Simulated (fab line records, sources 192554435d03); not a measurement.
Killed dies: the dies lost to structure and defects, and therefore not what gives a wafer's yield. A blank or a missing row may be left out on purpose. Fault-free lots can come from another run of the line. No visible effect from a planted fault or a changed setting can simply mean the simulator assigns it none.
fab line records -- flow n5Finfet
[record] lots = 9, wafers = 25, lastDay = 18
route steps=1938 shown BEOL_M0@749 BEOL_M1@767 BEOL_M4@1111 PASSIVATION@1936
lots untouched by any fault: they come from a run of this same line in which no faults occurred
startH: the number of hours between the record's first day and the start of the first shown wafer of the lot -- waitH: hours elapsed since this lot's preceding step -- " repeats the value in the row above -- L1.1+2: one row covering several wafers at once -- - no value, or no start given -- * or withheld: withheld -- < > ~ a bound
route shown NAME@n: names a module that has steps shown in the file, with the first one's number in the route -- usual: mean and standard deviation over wafers with no fault -- same: alike in all rows -- chamber/n: place in a boat -- sites: readings site by site -- _std_site: standard deviation of those values -- _edge_site: outer sites' mean less inner sites' -- radiusMm: for every site, how far away it sits from the centre of the wafer -- mask NAME#n: copy n -- behind: the tool/chamber that last shaped the wafer -- hold: cause of the lot's hold/its duration in hours/its outcome -- device: whichever transistor did not switch (one of n, p or np) -- end of line: the tests these same wafers got at the end of their route -- a step given without rows: its recipe and nothing more -- killed: dies that structure and defects cost at the first sort, which is not the same as the wafer's yield -- map: dies across one wafer; x = killed, . = not, _ = none there
set.NAME: the setting as run; set.NAME@STEP: as run at that earlier step -- model.NAME: the simulator's own value behind a step, which no gauge read
one table for each step of the route and one row for each wafer, over a sample of lots
services: a tool's chamber out of use, with start hour (startH, from the record's first day; less than 0 if before it), hours out, and reason
[[steps]]
[step N5_BEOL_M0_RS_MEAS_126]
[recipe] thkMeasGauge = four-point-probe, reads = Co_of_BEOL_M0_CO_CAP_123+Cu_of_BEOL_M0_ECD_118+Co_of_BEOL_M0_CVD_115+TaN_of_BEOL_M0_ALD_136
[usual] M0_RS = 0.525/0.017
lot.wafer,tool,chamber,startH,waitH,M0_RS[ohm/sq]
L169.1,filmMetro-01,-,126.59,0.0,0.507
L169.3,filmMetro-01,-,126.59,0.0,0.533
L169.5,filmMetro-01,-,126.59,0.0,0.505
L172.2,filmMetro-01,-,143.68,0.1,0.511
L172.4,filmMetro-01,-,143.68,0.1,0.517
L172.5,filmMetro-01,-,143.68,0.1,0.560
L173.1,filmMetro-01,-,148.78,0.0,0.516
L173.3,filmMetro-01,-,148.78,0.0,0.525
L173.5,filmMetro-01,-,148.78,0.0,0.538
L175.2,filmMetro-02,-,153.94,0.1,0.538
L175.3,filmMetro-02,-,153.94,0.1,0.521
L175.4,filmMetro-02,-,153.94,0.1,0.528
L178.1,filmMetro-02,-,171.67,0.0,0.538
L178.2,filmMetro-02,-,171.67,0.0,0.518
L178.4,filmMetro-02,-,171.67,0.0,0.531
L180.2,filmMetro-02,-,247.24,0.1,0.537
L180.4,filmMetro-02,-,247.24,0.1,0.512
L180.6,filmMetro-02,-,247.24,0.1,0.513
L184.3,filmMetro-02,-,250.58,0.1,0.506
L184.5,filmMetro-02,-,250.58,0.1,0.506
L185.1,filmMetro-02,-,251.17,0.0,0.532
L185.3,filmMetro-02,-,251.17,0.0,0.541
L185.6,filmMetro-02,-,251.17,0.0,0.520
L182.3,filmMetro-01,-,251.63,0.1,0.529
L182.5,filmMetro-01,-,251.63,0.1,0.489
[step N5_BEOL_M1_DESCUM_16]
[recipe] chemistry = O2, timeS = 7, sourcePowerW = 50, biasPowerW = 20, pressureMtorr = 20, rfFrequencyHz = 2.712e+07, tempC = 40, resist = CAR-EUV, o2FlowSccm = 225
[usual] drypumpMotorCurrentA = 5.6/0.67, oesProductAu = 0.76/0.065, rfVppV = 243.4/1.4, showerheadPlenumPTorr = 2.10/0.069, tempC = 40.01/0.091, throttleValvePct = 20.52/0.27
lot.wafer,tool,chamber,startH,waitH,drypumpMotorCurrentA,oesProductAu,rfHoursCounterH,rfVppV,showerheadPlenumPTorr,tempC,throttleValvePct
L169.1,rieDiel-01,2,128.66,0.1,5.5,0.78,133,242.3,2.10,39.97,20.69
L169.3,rieDiel-01,1,128.66,0.1,5.2,0.70,209,245.2,2.15,40.14,20.27
L169.5,rieDiel-01,3,128.66,0.1,4.7,0.71,-,242.7,2.09,40.06,20.85
L172.2,rieDiel-06,3,145.16,0.1,5.4,0.74,168,243.1,2.07,40.01,20.36
L172.4,rieDiel-06,0,145.16,0.1,6.4,0.84,-,244.1,2.20,40.00,20.09
L172.5,rieDiel-06,3,145.16,0.1,5.4,0.74,-,241.7,2.07,39.97,20.37
L173.1,rieDiel-01,2,150.84,0.0,5.6,0.77,140,244.2,2.10,39.96,20.69
L173.3,rieDiel-01,3,150.84,0.0,4.7,0.70,215,243.2,2.09,40.03,20.87
L173.5,rieDiel-01,1,150.84,0.0,5.2,0.69,-,244.3,2.15,39.94,20.28
L175.2,rieDiel-05,0,156.34,0.0,6.7,0.69,195,242.6,1.98,39.88,20.72
L175.3,rieDiel-05,2,156.34,0.0,5.3,0.70,203,244.8,2.15,40.09,20.43
L175.4,rieDiel-05,1,156.34,0.0,6.7,0.74,151,242.5,1.99,40.05,20.46
L178.1,rieDiel-05,3,173.40,0.0,4.9,0.94,16,246.1,2.23,39.85,20.42
L178.2,rieDiel-05,0,173.40,0.0,6.7,0.69,202,241.4,1.98,39.95,20.74
L178.4,rieDiel-05,1,173.40,0.0,6.7,0.73,-,242.1,1.99,40.13,20.46
L180.2,rieDiel-06,0,248.10,0.0,6.3,0.82,90,244.4,2.19,40.08,20.12
L180.4,rieDiel-06,3,248.10,0.0,5.4,0.72,192,242.4,2.06,40.02,20.41
L180.6,rieDiel-06,3,248.10,0.0,5.4,0.72,-,242.5,2.06,40.02,20.40
L184.3,rieDiel-06,3,251.54,0.3,5.4,0.72,193,243.7,2.06,39.98,20.40
L184.5,rieDiel-06,1,251.54,0.3,5.4,0.71,-,243.3,2.07,39.85,20.53
L185.1,rieDiel-06,2,253.78,0.0,6.5,0.87,26,243.5,2.04,40.10,20.04
L185.3,rieDiel-06,0,253.78,0.0,6.4,0.81,93,243.8,2.19,39.87,20.14
L185.6,rieDiel-06,2,253.78,0.0,6.5,0.88,-,243.8,2.04,40.24,20.04
L182.3,rieDiel-06,0,254.49,0.6,6.4,0.80,93,245.5,2.19,39.91,20.12
L182.5,rieDiel-06,2,254.49,0.6,6.5,0.87,-,242.8,2.04,39.95,20.04
[step N5_BEOL_M1_ETCH_74]
[recipe] chemistry = N2/H2, target = underlayer, targetDepthA = 65, maskMaterial = CAR-EUV, timeS = 5.2, ionEnergyEv = 200, pressureMtorr = 30, sourceW = 840, biasW = 150, n2FlowSccm = 200, h2FlowSccm = 200, ends = cleared
[usual] drypumpMotorCurrentA = 5.6/0.66, etchRfOnTimeS = 5.20/0.11, oesProductAu = 0.65/0.055, rfVppV = 524.2/2.7, showerheadPlenumPTorr = 2.55/0.086, throttleValvePct = 17.94/0.21
lot.wafer,tool,chamber,startH,waitH,drypumpMotorCurrentA,etchRfOnTimeS,oesProductAu,rfHoursCounterH,rfVppV,showerheadPlenumPTorr,throttleValvePct
L169.1,rieDiel-01,2,128.69,0.0,5.6,5.21,0.67,133,524.0,2.53,17.93
L169.3,rieDiel-01,1,128.69,0.0,5.2,5.03,0.61,209,526.3,2.62,17.78
L169.5,rieDiel-01,3,128.69,0.0,4.7,5.13,0.62,-,523.6,2.52,18.14
L172.2,rieDiel-06,3,145.20,0.0,5.4,5.11,0.65,168,522.6,2.53,17.99
L172.4,rieDiel-06,0,145.20,0.0,6.4,5.21,0.72,-,526.9,2.69,17.54
L172.5,rieDiel-06,3,145.20,0.0,5.4,5.04,0.65,-,525.1,2.53,17.98
L173.1,rieDiel-01,2,150.88,0.0,5.6,5.15,0.66,140,523.7,2.53,17.93
L173.3,rieDiel-01,3,150.88,0.0,4.7,5.07,0.61,215,522.0,2.51,18.13
L173.5,rieDiel-01,1,150.88,0.0,5.2,4.99,0.60,-,526.1,2.61,17.80
L175.2,rieDiel-05,0,156.38,0.0,6.7,5.18,0.61,195,520.7,2.40,18.19
L175.3,rieDiel-05,2,156.38,0.0,5.3,5.34,0.60,203,526.5,2.63,17.89
L175.4,rieDiel-05,1,156.38,0.0,6.7,5.31,0.62,151,519.6,2.43,17.96
L178.1,rieDiel-05,3,173.43,0.0,5.0,5.13,0.80,16,526.6,2.72,17.86
L178.2,rieDiel-05,0,173.43,0.0,6.7,5.04,0.61,202,519.9,2.40,18.21
L178.4,rieDiel-05,1,173.43,0.0,6.7,5.25,0.62,-,522.1,2.43,18.01
L180.2,rieDiel-06,0,248.14,0.0,6.4,5.15,0.69,90,526.6,2.68,17.60
L180.4,rieDiel-06,3,248.14,0.0,5.5,5.08,0.63,192,522.5,2.52,18.03
L180.6,rieDiel-06,3,248.14,0.0,5.5,5.06,0.63,-,522.9,2.52,18.03
L184.3,rieDiel-06,3,251.58,0.0,5.4,5.15,0.62,193,524.6,2.52,18.01
L184.5,rieDiel-06,1,251.58,0.0,5.4,5.40,0.59,-,521.5,2.51,17.94
L185.1,rieDiel-06,2,253.82,0.0,6.5,5.09,0.76,26,521.1,2.49,17.55
L185.3,rieDiel-06,0,253.82,0.0,6.4,5.25,0.70,93,529.6,2.68,17.57
L185.6,rieDiel-06,2,253.82,0.0,6.5,5.17,0.73,-,522.8,2.49,17.56
L182.3,rieDiel-06,0,254.52,0.0,6.4,5.20,0.68,93,529.4,2.68,17.60
L182.5,rieDiel-06,2,254.52,0.0,6.5,5.14,0.75,-,522.0,2.49,17.56
[step N5_BEOL_M1_ETCH_63]
[recipe] chemistry = CF4, target = SiARC, targetDepthA = 156, maskMaterial = CAR-EUV, timeS = 26, ionEnergyEv = 80, pressureMtorr = 40, sourceW = 545, biasW = 36, Ar_flow_sccm = 100, cf4FlowSccm = 100, ends = cleared
[usual] cf4FlowSccm = 99.9/0.31, drypumpMotorCurrentA = 5.6/0.67, etchRfOnTimeS = 26.1/0.49, oesProductAu = 0.64/0.055, rfVppV = 184.2/1.2, showerheadPlenumPTorr = 2.15/0.064, throttleValvePct = 15.73/0.23
lot.wafer,tool,chamber,startH,waitH,cf4FlowSccm,drypumpMotorCurrentA,etchRfOnTimeS,oesProductAu,rfHoursCounterH,rfVppV,showerheadPlenumPTorr,throttleValvePct
L169.1,rieDiel-01,2,128.71,0.0,99.7,5.6,26.4,0.66,133,185.1,2.15,15.81
L169.3,rieDiel-01,1,128.71,0.0,100.0,5.2,25.3,0.60,209,185.8,2.22,15.67
L169.5,rieDiel-01,3,128.71,0.0,100.0,4.7,25.9,0.61,-,183.8,2.12,15.88
L172.2,rieDiel-06,3,145.21,0.0,99.9,5.4,25.4,0.64,168,185.0,2.14,15.71
L172.4,rieDiel-06,0,145.21,0.0,99.9,6.4,25.9,0.72,-,185.6,2.24,15.31
L172.5,rieDiel-06,3,145.21,0.0,99.6,5.4,25.2,0.64,-,184.6,2.14,15.69
L173.1,rieDiel-01,2,150.90,0.0,99.9,5.6,26.2,0.66,140,184.6,2.15,15.83
L173.3,rieDiel-01,3,150.90,0.0,100.2,4.7,25.9,0.60,215,184.7,2.12,15.87
L173.5,rieDiel-01,1,150.90,0.0,100.0,5.2,25.4,0.60,-,183.8,2.21,15.67
L175.2,rieDiel-05,0,156.39,0.0,100.4,6.7,25.7,0.61,195,182.6,2.05,16.04
L175.3,rieDiel-05,2,156.39,0.0,99.8,5.3,26.6,0.60,203,184.7,2.21,15.72
L175.4,rieDiel-05,1,156.39,0.0,100.2,6.7,26.2,0.64,151,183.6,2.06,15.75
L178.1,rieDiel-05,3,173.45,0.0,99.9,4.9,25.8,0.80,16,186.2,2.27,15.52
L178.2,rieDiel-05,0,173.45,0.0,99.8,6.7,25.8,0.60,202,184.0,2.04,16.02
L178.4,rieDiel-05,1,173.45,0.0,100.0,6.7,26.2,0.63,-,182.0,2.06,15.75
L180.2,rieDiel-06,0,248.15,0.0,100.5,6.4,25.9,0.69,90,185.6,2.23,15.35
L180.4,rieDiel-06,3,248.15,0.0,99.9,5.4,25.6,0.63,192,184.4,2.13,15.75
L180.6,rieDiel-06,3,248.15,0.0,99.9,5.4,25.5,0.63,-,184.2,2.13,15.76
L184.3,rieDiel-06,3,251.59,0.0,100.1,5.5,33.6,0.54,193,184.2,2.13,15.76
L184.5,rieDiel-06,1,251.59,0.0,100.0,5.4,26.9,0.60,-,181.8,2.12,15.77
L185.1,rieDiel-06,2,253.84,0.0,99.9,6.5,26.2,0.75,26,183.1,2.11,15.27
L185.3,rieDiel-06,0,253.84,0.0,100.1,6.4,34.9,0.59,93,183.7,2.23,15.36
L185.6,rieDiel-06,2,253.84,0.0,99.7,6.5,34.5,0.65,-,183.0,2.11,15.26
L182.3,rieDiel-06,0,254.54,0.0,99.8,6.4,33.9,0.60,93,185.7,2.23,15.36
L182.5,rieDiel-06,2,254.54,0.0,99.5,6.5,25.5,0.75,-,184.0,2.11,15.27
[step N5_BEOL_M4_RC_MEAS_101]
[usual] DIBL_N = 36.3/1.9, DIBL_P = 36.0/2.1, IOFF_N = 0.16/0.031, IOFF_P = 0.21/0.035, ION_N = 675/14, ION_P = 464/8.5, SS_N = 71.5/0.6, SS_P = 73.3/0.72, VT_N = 250/3.2, VT_P = -250/3.1
lot.wafer,tool,chamber,startH,waitH,DIBL_N[mV/V],DIBL_P[mV/V],IOFF_N[nA/um],IOFF_P[nA/um],ION_N[uA/um],ION_P[uA/um],SS_N[mV/dec],SS_P[mV/dec],VT_N[mV],VT_P[mV]
L169.1,prober-02,0,162.43,0.0,37.9,38.3,0.19,0.27,683,472,71.8,74.1,247,-245
L169.3,prober-02,0,162.43,0.0,38.2,39.7,0.21,0.31,705,484,71.7,74.4,245,-244
L169.5,prober-02,0,162.43,0.0,37.5,38.2,0.19,0.27,688,470,71.7,74.0,245,-246
L172.2,prober-01,0,183.01,0.2,34.5,36.0,0.14,0.19,691,475,70.4,73.7,249,-252
L172.4,prober-01,0,183.01,0.2,34.5,36.8,0.14,0.20,673,464,70.9,74.3,251,-250
L172.5,prober-01,0,183.01,0.2,39.1,41.7,0.24,0.29,698,470,71.9,74.9,242,-247
L173.1,prober-02,0,186.04,0.0,36.8,36.4,0.15,0.20,654,452,72.1,73.0,254,-254
L173.3,prober-02,0,186.04,0.0,35.1,34.4,0.13,0.18,664,455,70.7,72.6,253,-253
L173.5,prober-02,0,186.04,0.0,34.9,34.6,0.13,0.18,668,459,71.4,73.1,253,-253
L175.2,prober-02,0,198.42,0.2,39.9,40.2,0.22,0.26,692,471,72.2,75.1,247,-246
L175.3,prober-02,0,198.42,0.2,38.3,37.8,0.18,0.23,689,473,71.7,73.6,247,-246
L175.4,prober-02,0,198.42,0.2,37.1,35.9,0.17,0.21,701,477,71.5,74.6,246,-248
L178.1,prober-01,0,208.91,0.0,37.2,39.2,0.19,0.23,662,451,72.9,73.5,250,-249
L178.2,prober-01,0,208.91,0.0,33.7,35.7,0.13,0.18,667,454,70.8,72.9,252,-255
L178.4,prober-01,0,208.91,0.0,30.6,31.6,0.09,0.13,638,441,70.6,72.3,256,-255
L185.1,prober-02,0,295.30,0.0,39.3,40.2,0.22,0.29,696,484,72.3,74.4,246,-245
L185.3,prober-02,0,295.30,0.0,36.0,35.6,0.15,0.19,694,475,70.8,73.4,249,-251
L185.6,prober-02,0,295.30,0.0,36.2,36.0,0.15,0.20,686,472,71.5,73.3,249,-252
L180.2,prober-01,0,295.61,0.2,38.0,36.9,0.18,0.25,688,464,71.5,73.6,248,-250
L180.4,prober-01,0,295.61,0.2,39.8,38.6,0.22,0.28,686,470,72.1,74.4,247,-246
L180.6,prober-01,0,295.61,0.2,36.5,34.7,0.15,0.21,667,458,71.7,72.7,251,-250
L184.3,prober-01,0,302.67,0.3,33.1,32.6,0.11,0.14,665,450,69.9,72.3,255,-255
L184.5,prober-01,0,302.67,0.3,37.4,37.9,0.17,0.21,680,470,71.8,73.6,253,-252
L182.3,prober-02,0,320.37,0.3,36.8,35.7,0.15,0.21,676,469,71.6,73.9,251,-250
L182.5,prober-02,0,320.37,0.3,36.8,37.2,0.16,0.22,674,461,71.2,73.9,251,-254
[step N5_PASSIVATION_PROBE_49]
[usual] defectLimitedYield = 91.0/1.5, killed_at_M0_to_M3 = 32/9.6, killed_at_M4_up = 13/4.7, killedAtContacts = 13/7.2, killedAtFrontEnd = 44/13, killedAtOther = 4/3.4, killedDies = 106/18, killedOpen = 70/13, killedShort = 35/8, sort_bin_5_function = 5.3/0.97, sort_bin_6_memory = 3.4/0.73, sort_bin_8_speed = 0.00/0.036, sortNPass = 1074/18, sortYieldPct = 91.0/1.5
[same] grossDies = 1180, killedAtBackSide = 0, sort_bin_4_leakage[%] = 0
lot.wafer,tool,chamber,startH,waitH,defectLimitedYield[%],killed_at_M0_to_M3,killed_at_M4_up,killedAtContacts,killedAtFrontEnd,killedAtOther,killedDies,killedOpen,killedShort,sort_bin_5_function[%],sort_bin_6_memory[%],sort_bin_8_speed[%],sortNPass,sortYieldPct[%]
L182.5,prober-01,-,442.47,0.2,91.4,49,16,4,31,2,102,78,24,4.9,3.5,0,1078,91.4
// killed by level:class
L182.5 BEOL_M0_SAQP:geometricParticle:open=11 BEOL_M2:geometricParticle:open=10 BEOL_M4:geometricParticle:open=9 FIN_SAQP:geometricParticle:open=8 BEOL_M1:geometricParticle:open=8 BEOL_M3:geometricParticle:open=6 FIN_SAQP:geometricParticle:short=5 BEOL_M0_SAQP:geometricParticle:short=5
[[services]]
tool,chamber,startH,hours,kind
rieDiel-06,2,128.02,-,clean
rieDiel-06,2,128.02,-,consumableReplace:focusRing
rieDiel-06,2,128.02,22.3,scheduledDown
rieDiel-06,2,128.02,22.3,ventCycle
rieDiel-05,2,167.42,14.2,repair
rieDiel-06,-,168.33,28.1,pm
rieDiel-01,1,249.23,-,clean
rieDiel-01,1,249.23,-,consumableReplace:focusRing
rieDiel-01,1,249.23,20.2,scheduledDown
rieDiel-01,1,249.23,20.2,ventCycle
rieDiel-05,-,253.99,4.3,pm
[[key]]
[firstSign] step = N5_BEOL_M1_ETCH_63, reading = etchRfOnTimeS, direction = up, sigmas = 17, usual = *, struck = *
effect none on later readings
metAt N5_BEOL_M1_ETCH_63
struckLots L182,L184,L185
struckWafers L182.3,L184.3,L185.3,L185.6
notActingAt N5_BEOL_M0_RS_MEAS_126,N5_BEOL_M1_DESCUM_16,N5_BEOL_M1_ETCH_74
onsetBetween 248.15 251.59
[fault] kind = processParameterDrift, tool = rieDiel-06, chamber = -, onsetH = 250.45, steps = N5_BEOL_M1_ETCH_63, channel = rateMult, offset = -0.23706, shape = step, endH = 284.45, scope = struckWafersOnly
